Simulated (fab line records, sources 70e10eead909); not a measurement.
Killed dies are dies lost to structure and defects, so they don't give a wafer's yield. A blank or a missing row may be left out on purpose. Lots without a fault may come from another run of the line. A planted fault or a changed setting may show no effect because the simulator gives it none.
fab line records | flow nand_harc
record lots=6 wafers=18 last_day=34
route steps=1302 shown A_CHANNEL_HOLE_D2@579
lots that met no fault: from a run of the same line without faults
start_h: hours from the record's first day to the start of the lot's first wafer shown | wait_h: hours since the lot's step before | " the same as in the row above | L1.1+2: a row that stands for several wafers | - no value, or no start given | * or withheld: withheld | < > ~ a bound
route shown NAME@n: a module of which the file shows steps, and the number in the route of the first | usual: mean/standard deviation of fault-free wafers | same: alike in all rows | chamber/n: place in a boat | sites: the reading at each site | _std_site: their standard deviation | _edge_site: outer sites' mean less inner sites' | radius_mm: how far each site lies from the wafer's centre | mask NAME#n: copy n | behind: the tool/chamber that last shaped the wafer | hold: why the lot was held/for how many hours/how that ended | device: the transistor (n, p or np) that didn't switch | end of line: the same wafers' tests at the end of the route | a step without rows: its recipe alone | killed: dies lost to structure and defects at the first sort, not the wafer's yield | map: a wafer's dies, x killed, . not, _ none there
set.NAME: the setting as run; set.NAME@STEP: as run at that earlier step | model.NAME: the simulator's own value behind a step, which no gauge read
lots at some steps of the route; a table a step, a row a wafer
services: from which hour (start_h, from the record's first day; less than 0 if before it) a tool's chamber was out of use, for how many hours, and why
## steps
# step NHARC_A_CHANNEL_HOLE_D2_EXPOSE_07
# recipe na=1.35 target_cd_nm=100 sigma_outer=0.3 dose_mj=59.65 mask_id=HOLE_D2
# step NHARC_A_CHANNEL_HOLE_D2_PEB_08
# recipe peb_temp_c=100 peb_time_s=65
# step NHARC_A_CHANNEL_HOLE_D2_DEVELOP_09
# recipe develop_time_s=35 dev_temp_c=23
# step NHARC_A_CHANNEL_HOLE_D2_CD_MEAS_10
# recipe target_cd_nm=100 landing_energy_ev=500
# usual cd_nm=99.8/0.42
# columns lot.wafer tool chamber start_h wait_h cd_nm
L128.1 cd_sem-01 0 296.83 - 100.1
L128.3 " 0 " " 100.2
L128.5 " 0 " " 99.9
L131.3 cd_sem-01 0 317.56 - 100.0
L131.5 " 0 " " 99.7
L131.6 " 0 " " 100.5
L137.3 cd_sem-02 0 401.59 - 100.4
L137.4 " 0 " " 99.9
L137.6 " 0 " " 100.2
L139.3 cd_sem-01 0 405.17 - 100.2
L139.4 " 0 " " 99.1
L139.6 " 0 " " 99.6
L150.1 cd_sem-03 0 516.23 - 99.7
L150.3 " 0 " " 99.9
L150.5 " 0 " " 99.9
L151.1 cd_sem-01 0 528.64 - 99.8
L151.2 " 0 " " 100.6
L151.3 " 0 " " 100.0
# step NHARC_A_CHANNEL_HOLE_D2_OVL_MEAS_11
# usual overlay_x_nm=-0.2/0.8 overlay_y_nm=-0.3/0.88
# columns lot.wafer tool chamber start_h wait_h overlay_x_nm overlay_y_nm
L128.1 overlay-01 - 296.92 - -1.6 -0.3
L128.3 " - " " -1.5 -0.2
L128.5 " - " " -1.8 0.1
L131.3 overlay-01 - 317.65 - 0.2 -0.9
L131.5 " - " " -0.6 -0.9
L131.6 " - " " 0.5 -1.5
L137.3 overlay-01 - 401.68 - -0.2 0.3
L137.4 " - " " -0.5 -0.2
L137.6 " - " " -0.3 0.6
L139.3 overlay-02 - 405.26 - -0.6 0.2
L139.4 " - " " 0.4 -0.2
L139.6 " - " " 0.8 0.5
L150.1 overlay-01 - 516.31 - -0.5 -1.4
L150.3 " - " " 0.3 -1.6
L150.5 " - " " -0.3 -0.5
L151.1 overlay-02 - 528.72 - 0.5 1.2
L151.2 " - " " 0.7 0.8
L151.3 " - " " 0.7 2.0
# step NHARC_A_CHANNEL_HOLE_D2_INSPECT_12
# usual raw_defect_count=33/21
# columns lot.wafer tool chamber start_h wait_h raw_defect_count
L128.1 defect_inspect-01 - 296.95 0.0 62
L128.3 " - " " 51
L128.5 " - " " 55
L131.3 defect_inspect-02 - 317.68 0.0 48
L131.5 " - " " 45
L131.6 " - " " 55
L137.3 defect_inspect-01 - 401.71 0.0 56
L137.4 " - " " 46
L137.6 " - " " 63
L139.3 defect_inspect-01 - 405.29 0.0 55
L139.4 " - " " 62
L139.6 " - " " 63
L150.1 defect_inspect-02 - 516.35 0.0 28
L150.3 " - " " 22
L150.5 " - " " 22
L151.1 defect_inspect-01 - 528.76 0.0 16
L151.2 " - " " 26
L151.3 " - " " 21
# step NHARC_A_CHANNEL_HOLE_D2_DESCUM_15
# recipe time_s=3 o2_flow_sccm=200 ar_flow_sccm=0 bias_power_w=0 chemistry=O2
# usual drypump_motor_current_A=5.5/0.42 oes_product_au=0.999/0.0078 rf_vpp_V=57.6/0.8 showerhead_plenum_p_Torr=1.87/0.063 throttle_valve_pct=11.311/0.0093
# columns lot.wafer tool chamber start_h wait_h drypump_motor_current_A oes_product_au rf_hours_counter_h rf_vpp_V showerhead_plenum_p_Torr throttle_valve_pct
L128.3 rie_diel-02 3 297.03 0.1 5.6 1.000 2.2 57.8 1.89 11.319
L128.1 " 0 " " 6.4 1.003 2.4 57.4 1.89 11.322
L128.5 " 3 " " 5.7 1.009 - 57.8 1.89 11.299
L131.3 rie_diel-06 3 317.75 0.1 5.7 0.981 0 57.8 1.92 11.300
L131.5 " 2 " " 6.3 1.001 - 56.1 1.85 11.324
L131.6 " 0 " " 5.4 1.016 - 58.6 1.95 11.304
L137.4 rie_diel-09 2 401.77 0.1 5.5 1.004 4.7 58.0 1.77 11.312
L137.3 " 1 " " 5.2 1.012 4.7 58.4 1.98 11.308
L137.6 " 2 " " 5.5 0.992 - 56.5 1.77 11.328
L139.4 rie_diel-06 2 405.35 0.1 6.3 1.014 5.4 56.8 1.84 11.297
L139.3 " 1 " " 5.7 1.005 2.6 56.4 1.87 11.312
L139.6 " 2 " " 6.4 0.997 - 58.2 1.84 11.327
L150.3 rie_diel-09 0 516.42 0.1 5.1 1.004 0.2 58.3 1.86 11.293
L150.1 " 2 " " 5.5 1.001 0.1 58.1 1.77 11.300
L150.5 " 0 " " 5.1 1.003 - 58.0 1.86 11.298
L151.2 rie_diel-09 0 528.82 0.1 5.1 0.999 0.9 58.9 1.86 11.319
L151.3 " 1 " " 5.2 1.008 1.0 57.9 1.98 11.306
L151.1 " 3 " " 5.0 1.004 0.8 56.9 1.91 11.322
# step NHARC_A_CHANNEL_HOLE_D2_ETCH_38
# recipe target_depth_a=390 over_etch_frac=0.3 time_s=65 ion_energy_ev=80 cf4_flow_sccm=150 ar_flow_sccm=0 rf_w=300 bias_w=100 chemistry=CF4
# usual bias_w=100.00/0.29 cf4_flow_sccm=150.1/0.43 drypump_motor_current_A=5.5/0.4 oes_product_au=0.999/0.0077 rf_vpp_V=150.6/1.1 showerhead_plenum_p_Torr=1.73/0.054 throttle_valve_pct=13.283/0.0081
# columns lot.wafer tool chamber start_h wait_h bias_w cf4_flow_sccm drypump_motor_current_A oes_product_au rf_hours_counter_h rf_vpp_V showerhead_plenum_p_Torr throttle_valve_pct
L128.3 rie_diel-02 3 297.10 0.1 99.98 150.3 5.7 0.993 2.2 151.2 1.75 13.280
L128.1 " 1 " " 99.60 150.7 5.6 0.999 3.2 151.0 1.68 13.281
L128.5 " 3 " " 100.47 150.3 5.7 0.995 - 150.5 1.75 13.293
L131.3 rie_diel-06 0 317.84 0.1 99.98 150.6 5.4 1.002 0.0 150.8 1.80 13.303
L131.5 " 0 " " 100.45 150.7 5.4 1.011 - 150.8 1.80 13.288
L131.6 " 3 " " 99.73 150.5 5.7 0.997 - 151.0 1.77 13.278
L137.4 rie_diel-09 0 401.87 0.1 100.42 150.8 5.1 0.994 4.3 150.5 1.73 13.283
L137.3 " 2 " " 99.99 151.1 5.5 0.991 4.7 147.1 1.65 13.284
L137.6 " 3 " " 99.65 150.1 5.0 0.999 - 152.3 1.77 13.287
L139.3 rie_diel-06 3 405.44 0.1 100.09 149.6 5.7 0.990 4.4 149.7 1.77 13.275
L139.4 " 0 " " 99.48 149.8 5.4 0.998 4.8 150.7 1.80 13.299
L139.6 " 0 " " 99.39 150.0 5.4 1.001 - 150.9 1.80 13.289
L150.3 rie_diel-09 0 516.50 0.1 99.97 150.2 5.1 1.010 0.2 149.1 1.72 13.286
L150.1 " 1 " " 99.82 149.8 5.2 1.008 0.1 151.8 1.82 13.296
L150.5 " 1 " " 99.99 149.2 5.2 1.011 - 151.1 1.82 13.275
L151.2 rie_diel-09 0 528.91 0.1 99.98 150.0 5.1 1.018 0.9 151.2 1.72 13.292
L151.1 " 1 " " 99.78 150.4 5.2 1.002 1.0 153.0 1.82 13.281
L151.3 " 3 " " 99.60 149.5 5.0 1.002 0.9 151.4 1.77 13.279
# step NHARC_A_CHANNEL_HOLE_D2_ETCH_39
# recipe target_depth_a=2600 over_etch_frac=0.3 time_s=325 ion_energy_ev=200 n2_flow_sccm=150 h2_flow_sccm=150 ar_flow_sccm=0 rf_w=400 bias_w=150 chemistry=N2/H2
# usual bias_w=150.1/0.49 chamber_pressure_mTorr=29.998/0.027 drypump_motor_current_A=5.5/0.4 oes_product_au=0.998/0.008 rf_vpp_V=429.2/2.2 showerhead_plenum_p_Torr=1.99/0.071 throttle_valve_pct=14.172/0.0099
# columns lot.wafer tool chamber start_h wait_h bias_w chamber_pressure_mTorr drypump_motor_current_A oes_product_au rf_hours_counter_h rf_vpp_V showerhead_plenum_p_Torr throttle_valve_pct
L128.3 rie_diel-02 1 - - 150.0 29.977 5.6 0.995 3.2 428.4 1.93 14.177
L128.1 " 0 " " 149.8 29.982 6.4 0.988 2.5 430.8 2.02 14.162
L128.5 " 1 " " 150.2 29.975 5.7 1.020 - 428.4 1.93 14.194
L131.3 rie_diel-06 0 - - 149.9 29.979 5.4 1.015 0.1 430.2 2.08 14.183
L131.6 " 3 " " 149.9 30.042 5.7 0.994 - 430.3 2.04 14.163
L131.5 " 0 " " 150.1 30.002 5.4 1.015 - 432.7 2.08 14.168
L137.3 rie_diel-09 1 - - 149.8 30.038 5.2 1.007 4.8 431.4 2.11 14.175
L137.4 " 2 " " 150.1 29.937 5.5 0.993 4.7 426.6 1.89 14.177
L137.6 " 3 " " 149.3 30.000 5.0 0.994 - 429.9 2.04 14.163
L139.3 rie_diel-06 0 - - 149.9 29.984 5.4 1.013 4.9 432.0 2.08 14.190
L139.4 " 1 " " 149.7 29.972 5.8 1.001 2.7 428.9 1.99 14.175
L139.6 " 0 " " 149.8 30.002 5.4 0.995 - 431.8 2.08 14.170
L150.3 rie_diel-09 0 - - 150.5 29.991 5.1 1.006 0.3 427.3 1.98 14.168
L150.1 " 1 " " 150.3 29.993 5.2 1.001 0.2 433.4 2.11 14.168
L150.5 " 0 " " 150.6 30.044 5.1 1.004 - 430.7 1.98 14.156
L151.1 rie_diel-09 2 - - 149.3 29.970 5.5 0.995 1.0 425.4 1.88 14.158
L151.3 " 3 " " 151.1 30.045 5.0 1.000 0.9 429.8 2.04 14.157
L151.2 " 1 " " 150.1 30.017 5.2 0.992 1.1 432.7 2.11 14.160
# step NHARC_A_CHANNEL_HOLE_D2_ETCH_34
# recipe target_depth_a=1540 time_s=77 cf4_flow_sccm=100 chf3_flow_sccm=30 ar_flow_sccm=0 rf_w=500 bias_w=200 chemistry=CF4/CHF3
# usual bias_w=200.0/0.61 cf4_flow_sccm=100.03/0.28 drypump_motor_current_A=5.5/0.41 oes_product_au=0.958/0.018 rf_vpp_V=369.4/1.9 showerhead_plenum_p_Torr=1.54/0.05 throttle_valve_pct=16.802/0.0098
# columns lot.wafer tool chamber start_h wait_h bias_w cf4_flow_sccm drypump_motor_current_A oes_product_au rf_hours_counter_h rf_vpp_V showerhead_plenum_p_Torr throttle_valve_pct
L128.1 rie_diel-02 1 - - 199.8 100.23 5.6 0.976 3.4 367.3 1.50 16.791
L128.3 " 2 " " 199.4 99.92 5.8 0.955 3.2 368.5 1.48 16.792
L128.5 " 1 " " 200.0 100.06 5.6 0.972 - 368.4 1.49 16.808
L131.3 rie_diel-06 3 - - 199.4 100.05 5.7 0.952 0.2 371.5 1.58 16.800
L131.6 " 3 " " 200.0 99.75 5.7 0.965 - 370.5 1.58 16.806
L131.5 " 0 " " 200.3 100.03 5.4 0.968 - 371.5 1.60 16.804
L137.4 rie_diel-09 2 - - 199.2 99.97 5.5 0.964 4.8 366.7 1.47 16.805
L137.3 " 1 " " 199.2 99.51 5.2 0.981 4.8 371.3 1.62 16.823
L137.6 " 2 " " 200.1 100.02 5.5 0.964 - 368.0 1.47 16.805
L139.3 rie_diel-06 0 - - 201.3 99.69 5.4 0.975 5.0 370.4 1.60 16.809
L139.4 " 3 " " 200.1 100.18 5.7 0.955 4.6 370.7 1.57 16.806
L139.6 " 1 " " 200.7 100.54 5.7 0.976 - 369.5 1.54 16.812
L150.3 rie_diel-09 3 - - 201.2 99.94 5.0 0.962 0.4 370.2 1.57 16.795
L150.1 " 1 " " 199.6 100.21 5.2 0.992 0.3 372.8 1.62 16.798
L150.5 " 3 " " 201.2 99.91 5.0 0.965 - 372.0 1.57 16.791
L151.2 rie_diel-09 3 - - 200.3 99.57 5.0 0.985 1.1 372.4 1.57 16.784
L151.1 " 0 " " 199.4 99.89 5.1 0.972 1.1 369.1 1.53 16.773
L151.3 " 1 " " 199.0 100.07 5.2 0.969 1.2 371.7 1.62 16.793
# step NHARC_A_CHANNEL_HOLE_D2_ETCH_16
# recipe target_depth_a=31000 over_etch_frac=0.3 time_s=806 ion_energy_ev=150 o2_flow_sccm=400 cos_flow_sccm=20 ar_flow_sccm=0 rf_w=500 bias_w=300 chemistry=O2/COS
# usual bias_w=300.0/0.85 chamber_pressure_mTorr=20.002/0.019 drypump_motor_current_A=5.5/0.41 oes_product_au=0.998/0.0078 rf_vpp_V=313.1/1.7 showerhead_plenum_p_Torr=3.06/0.099 throttle_valve_pct=28.331/0.0083
# columns lot.wafer tool chamber start_h wait_h bias_w chamber_pressure_mTorr drypump_motor_current_A oes_product_au rf_hours_counter_h rf_vpp_V showerhead_plenum_p_Torr throttle_valve_pct
L128.1 rie_diel-02 1 - - 300.2 20.049 5.6 0.998 3.5 310.5 2.97 28.340
L128.3 " 3 " " 299.8 20.003 5.6 0.991 2.4 314.0 3.09 28.327
L128.5 " 0 " " 298.8 20.027 6.4 0.994 - 313.7 3.09 28.330
L131.3 rie_diel-06 3 - - 299.8 19.991 5.7 0.986 0.4 313.6 3.13 28.326
L131.6 " 0 " " 300.5 20.003 5.4 1.006 - 315.0 3.18 28.334
L131.5 " 2 " " 299.9 19.991 6.4 0.994 - 312.2 3.02 28.326
L137.3 rie_diel-09 3 - - 299.9 20.007 5.0 1.006 4.6 313.2 3.13 28.313
L137.4 " 1 " " 300.2 20.037 5.2 1.009 4.9 314.5 3.22 28.317
L137.6 " 3 " " 299.4 19.995 5.0 1.006 - 315.0 3.13 28.329
L139.4 rie_diel-06 2 - - 300.5 20.009 6.4 0.990 5.6 313.6 3.01 28.330
L139.3 " 3 " " 299.6 20.040 5.7 0.994 4.7 315.7 3.12 28.332
L139.6 " 1 " " 301.8 19.983 5.7 0.999 - 314.0 3.05 28.335
L150.1 rie_diel-09 1 - - 300.2 19.971 5.2 1.005 0.4 315.2 3.22 28.320
L150.3 " 3 " " 300.1 19.996 5.0 1.005 0.6 313.1 3.12 28.323
L150.5 " 1 " " 300.6 20.023 5.2 1.014 - 315.5 3.22 28.330
L151.1 rie_diel-09 3 - - 299.2 19.972 5.0 0.993 1.2 314.1 3.12 28.324
L151.3 " 0 " " 299.4 19.966 5.1 0.996 1.2 314.1 3.04 28.349
L151.2 " 1 " " 299.3 20.000 5.2 1.002 1.3 315.6 3.22 28.335
# step NHARC_A_CHANNEL_HOLE_D2_CD_MEAS_18
# usual cd_nm=99.3/1.6
# columns lot.wafer tool chamber start_h wait_h cd_nm
L128.1 cd_sem-02 - 298.12 - 103.1
L128.3 " - " " 100.5
L128.5 " - " " 100.3
L131.3 cd_sem-01 - 319.06 - 96.7
L131.5 " - " " 97.6
L131.6 " - " " 99.3
L137.3 cd_sem-03 - 402.88 - 99.3
L137.4 " - " " 95.6
L137.6 " - " " 98.6
L139.3 cd_sem-01 - 406.47 - 98.5
L139.4 " - " " 96.2
L139.6 " - " " 99.3
L150.1 cd_sem-02 - 517.51 - 99.8
L150.3 " - " " 103.4
L150.5 " - " " 99.2
L151.1 cd_sem-02 - 529.93 - 98.9
L151.2 " - " " 98.9
L151.3 " - " " 99.7
# step NHARC_A_CHANNEL_HOLE_D2_ETCH_19
# recipe bias_v=1200 source_w=2500 pressure_mtorr=15 time_s=34.5 ar_flow_sccm=375 c4f8_flow_sccm=28.8 o2_flow_sccm=96.2 temp_c=-20 target_depth_a=* chemistry=C4F8/O2/Ar
# usual bias_v=1201/12 c4f8_flow_sccm=28.80/0.085 drypump_motor_current_A=5.60/0.21 showerhead_plenum_p_Torr=3.72/0.18 throttle_valve_pct=37.039/0.0084
# columns lot.wafer tool chamber start_h wait_h bias_v c4f8_flow_sccm drypump_motor_current_A rf_hours_counter_h showerhead_plenum_p_Torr throttle_valve_pct
L128.1 har_etch-01 1 303.15 5.0 1203 28.80 5.89 152 3.69 37.036
L128.3 " 1 " " 1186 28.76 5.89 - 3.69 37.037
L128.5 " 0 " " 1205 28.95 5.68 - 3.70 37.045
L131.3 har_etch-01 0 319.16 0.1 1167 28.72 5.64 - 3.69 37.043
L131.5 " 0 " " 1185 28.81 5.65 - 3.69 37.047
L131.6 " 1 " " 1192 28.86 5.92 - 3.68 37.033
L137.3 har_etch-02 1 410.11 7.2 - - - - - -
L137.4 " 0 " " - - - - - -
L137.6 " 1 " " - - - - - -
L139.4 har_etch-01 0 413.90 7.4 - - - - - -
L139.3 " 1 " " - - - - - -
L139.6 " 1 " " - - - - - -
L150.1 har_etch-01 0 517.59 0.1 1212 28.79 5.66 272 3.63 37.034
L150.3 " 0 " " 1196 28.79 5.66 - 3.63 37.048
L150.5 " 0 " " 1193 28.59 5.65 - 3.63 37.039
L151.2 har_etch-02 0 530.52 0.6 1191 28.95 5.60 91 3.93 37.033
L151.1 " 1 " " 1216 28.76 5.31 91 3.93 37.040
L151.3 " 1 " " 1213 28.83 5.31 - 3.93 37.041
# step NHARC_A_CHANNEL_HOLE_D2_ETCH_20
# recipe bias_v=3000 source_w=withheld pressure_mtorr=20 time_s=361.9 ar_flow_sccm=375 c4f8_flow_sccm=89.3 o2_flow_sccm=35.7 temp_c=-20 target_depth_a=16000 chemistry=C4F8/O2/Ar
## services
# columns tool chamber start_h hours kind
rie_diel-09 0 274.90 - clean
rie_diel-09 1 274.90 - clean
rie_diel-09 2 274.90 - clean
rie_diel-09 3 274.90 - clean
rie_diel-06 - 280.95 0.7 repair
rie_diel-06 3 291.55 16.6 repair
rie_diel-09 0 299.40 - clean
rie_diel-09 1 299.40 - clean
rie_diel-09 2 299.40 - clean
rie_diel-06 1 301.19 52.1 repair
rie_diel-06 - 307.20 9.0 pm
rie_diel-02 - 317.65 0.4 repair
rie_diel-09 - 320.39 9.0 pm
rie_diel-06 3 326.31 1.7 repair
rie_diel-02 1 366.34 5.1 repair
rie_diel-02 - 366.76 2.8 repair
rie_diel-06 3 376.22 10.1 repair
har_etch-02 - 377.00 17.0 pm
rie_diel-09 1 377.19 9.8 repair
rie_diel-02 - 393.70 9.0 pm
rie_diel-02 0 411.22 5.0 repair
rie_diel-06 1 459.50 10.0 repair
rie_diel-06 - 484.20 9.0 pm
rie_diel-09 - 497.39 9.0 pm
## key
first_sign step=NHARC_A_CHANNEL_HOLE_D2_ETCH_19 reading=tool_record direction=missing
effect none on later readings
met_at NHARC_A_CHANNEL_HOLE_D2_ETCH_19
struck_wafers L137.3,L137.4,L137.6,L139.3,L139.4,L139.6
later_rows_left_out L137.3,L137.4,L137.6,L139.3,L139.4,L139.6
sort_left_out L137.3,L137.4,L137.6,L139.3,L139.4,L139.6
tester_left_out L137,L139
onset_between 319.16 410.11
fault kind=skipped_step_whole tool=har_etch-01,har_etch-02 chamber=- onset_h=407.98 steps=NHARC_A_CHANNEL_HOLE_D2_ETCH_19 scope=struck_lots_only
# tester_left_out: of these lots the tester's yield and bins aren't shown, on N5 and GAA mostly nor the transistor test; their killed dies are dies lost to structure and defects alone, not to doping, threshold or leakage, so they don't give the yield
# sort_left_out: the simulated sort isn't trusted on such a fault, so these wafers' sort isn't shown, and their yield isn't known
# later_rows_left_out: the simulator's readings of these wafers behind a module that went badly wrong aren't trusted and aren't shown, but for the sort
